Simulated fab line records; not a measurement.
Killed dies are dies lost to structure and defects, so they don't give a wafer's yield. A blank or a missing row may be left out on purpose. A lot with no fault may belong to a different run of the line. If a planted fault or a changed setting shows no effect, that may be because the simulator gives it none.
Split-lot trial ; flow n5Finfet ; 21 wafers read across 7 lots, on a route 1938 steps long

## SPLIT DETAILS
At N5_BEOL_M11_PEB_26 (peb time 60 s), the setting pebTimeS was moved away from the recipe's 60 s on 6 of the 21 wafers read, by -17.2% to +19.1%. All remaining wafers had this setting at the recipe value.

## FROM THE SPLIT ON TO THE READING: in between, the file shows 1 step
- N5_BEOL_M11_DEVELOP_27: develop time 30 s

## THE READING
At N5_BEOL_M11_CD_MEAS_28: cdNm in nanometres, against a target cd of 70 nm. Typical for fault-free wafers on this fab line: 70.7 nm, with standard deviation 1.3 nm.

wafer;tool, chamber at the split;pebTimeS as run, s;against the recipe;cdNm, nm;against lot-mates on the recipe
L076.2;lithoTrack-04, 0;60;recipe;69.1;-
L076.5;lithoTrack-04, 0;60;recipe;70.6;-
L076.6;lithoTrack-04, 0;70.42;+17.4%;76.3;+6.5
L077.1;lithoTrack-04, 0;60;recipe;70.2;-
L077.3;lithoTrack-04, 0;65.07;+8.4%;72.0;+1.9
L077.5;lithoTrack-04, 0;60;recipe;70.0;-
L083.3;lithoTrack-04, 0;60;recipe;68.7;-
L083.5;lithoTrack-04, 0;60;recipe;70.1;-
L083.6;lithoTrack-04, 0;60;recipe;69.7;-
L084.2;lithoTrack-02, 0;49.66;-17.2%;64.9;-7.0
L084.5;lithoTrack-02, 0;60;recipe;71.9;-
L084.6;lithoTrack-02, 0;49.66;-17.2%;63.7;-8.2
L088.4;lithoTrack-04, 0;60;recipe;68.5;-
L088.5;lithoTrack-04, 0;60;recipe;69.3;-
L088.6;lithoTrack-04, 0;71.46;+19.1%;78.0;+9.1
L095.2;lithoTrack-01, 0;60;recipe;70.7;-
L095.5;lithoTrack-01, 0;52.56;-12.4%;63.5;-7.6
L095.6;lithoTrack-01, 0;60;recipe;71.4;-
L097.3;lithoTrack-01, 0;60;recipe;69.4;-
L097.4;lithoTrack-01, 0;60;recipe;70.5;-
L097.5;lithoTrack-01, 0;60;recipe;70.4;-

FIT RESULTS
A straight line over all 21 wafers: cdNm changes by +0.374 nm for each +1% of pebTimeS; r = +0.96; the points scatter about the line by 1 nm.
The same after taking each lot's own level away (the mean of its wafers on the recipe; 21 wafers): +0.442 nm for each +1%; r = +0.98; scatter 0.82 nm.
According to that fit, moving pebTimeS by its largest amount changes the reading by 8.4 nm.
Measured against the standard deviation above, the lots' own levels, which go from 68.90 to 71.90 nm, span 2.3 times it.
So the slope is not independent of the lot-to-lot level: the two fits are not the same.
Check: with one of the wafers moved furthest among these (+19.1%) left out of the fit, the line predicts +7.87 nm for it against its lot-mates. Against them it came out at +9.1 nm.

## FURTHER SPLITS ON THESE WAFERS
These wafers also went through other splits before the reading. Each is held against what the fit with the lots' levels taken away leaves over:
other split on the same wafers;wafers away from the commonest value;r with cdNm (lot level and that fit taken away)
N5_BEOL_M7_EXPOSE_08 doseMj;6;-0.05
N5_BEOL_M7_TRENCH_ETCH_37 biasW;10;+0.01
N5_BEOL_M7_ETCH_41 biasW;6;+0.18
N5_BEOL_M9_ILD_DEP_00 timeS;8;+0.00
N5_BEOL_M9_HM_DEP_02 targetThkA;8;+0.05

## THE FILE'S OWN FIT
cdNm changes by +0.443 nm for each +1% of pebTimeS, r = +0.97.
